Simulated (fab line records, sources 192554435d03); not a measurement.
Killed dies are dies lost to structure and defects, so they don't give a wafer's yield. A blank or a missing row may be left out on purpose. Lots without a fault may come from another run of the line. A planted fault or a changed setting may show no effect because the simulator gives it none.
Chamber matching | flow n5_finfet | N5_BEOL_M3_STRIP_19 on rie_diel-03: 4 sister chambers
The step strips in O2. 16 wafers are shown with their chamber, then 8 later ones without.

WAFERS WITH THEIR CHAMBER
wafer  | chamber | showerhead_plenum_p_Torr (Torr) | oes_product_au (a.u.) | throttle_valve_pct (%)
L882.1 | 3       | 2.03                            | 0.80                  | 16.63
L882.4 | 2       | 2.01                            | 0.76                  | 16.61
L882.5 | 2       | 2.01                            | 0.74                  | 16.60
L888.3 | 2       | 2.00                            | 0.73                  | 16.61
L888.5 | 2       | 2.00                            | 0.74                  | 16.62
L888.6 | 3       | 2.03                            | 0.79                  | 16.66
L892.2 | 3       | 2.02                            | 0.79                  | 16.66
L892.4 | 0       | 2.00                            | 0.74                  | 16.87
L892.5 | 1       | 2.14                            | 0.98                  | 16.34
L895.1 | 0       | 2.00                            | 0.75                  | 16.88
L895.3 | 3       | 2.02                            | 0.79                  | 16.68
L895.6 | 2       | 2.00                            | 0.72                  | 16.63
L896.1 | 3       | 2.02                            | 0.79                  | 16.69
L896.4 | 0       | 2.00                            | 0.75                  | 16.88
L896.6 | 2       | 2.00                            | 0.73                  | 16.65
L902.1 | 2       | 1.99                            | 0.72                  | 16.67

SIGNATURES (means of the wafers above)
reading                  | chamber 0 | chamber 1 | chamber 2 | chamber 3 | scatter within a chamber
showerhead_plenum_p_Torr | 2.0000    | 2.1400    | 2.0014    | 2.0240    | 0.00581
oes_product_au           | 0.7467    | 0.9800    | 0.7343    | 0.7920    | 0.0105
throttle_valve_pct       | 16.8767   | 16.3400   | 16.6271   | 16.6640   | 0.0222
Rule: a wafer's distance from a chamber is the root of the sum, over the readings, of the square of ((its reading less the chamber's mean) divided by the reading's scatter). The wafer belongs to the nearest chamber; if the next one is less than 2 further off, it can't be placed. The scatter: the root of (the sum of the squares of (reading less its chamber's mean) over the shown wafers, divided by (wafers less chambers)).

WAFERS WITHOUT THEIR CHAMBER
wafer  | showerhead_plenum_p_Torr (Torr) | oes_product_au (a.u.) | throttle_valve_pct (%)
L902.5 | 2.00                            | 0.73                  | 16.92
L902.6 | 2.02                            | 0.77                  | 16.71
L903.3 | 2.14                            | 0.93                  | 16.36
L903.4 | 2.02                            | 0.77                  | 16.70
L903.6 | 2.14                            | 0.92                  | 16.36
L904.1 | 1.99                            | 0.71                  | 16.68
L904.4 | 2.00                            | 0.74                  | 16.91
L904.5 | 2.13                            | 0.92                  | 16.39

WHICH CHAMBER EACH WENT THROUGH
wafer  | from the rows above | in truth
L902.5 | 0                   | 0
L902.6 | 3                   | 3
L903.3 | 1                   | 1
L903.4 | 3                   | 3
L903.6 | 1                   | 1
L904.1 | 2                   | 2
L904.4 | 0                   | 0
L904.5 | 1                   | 1
Placed correctly: 8 of 8. Can't be placed from these rows: 0. Placed wrongly: 0.
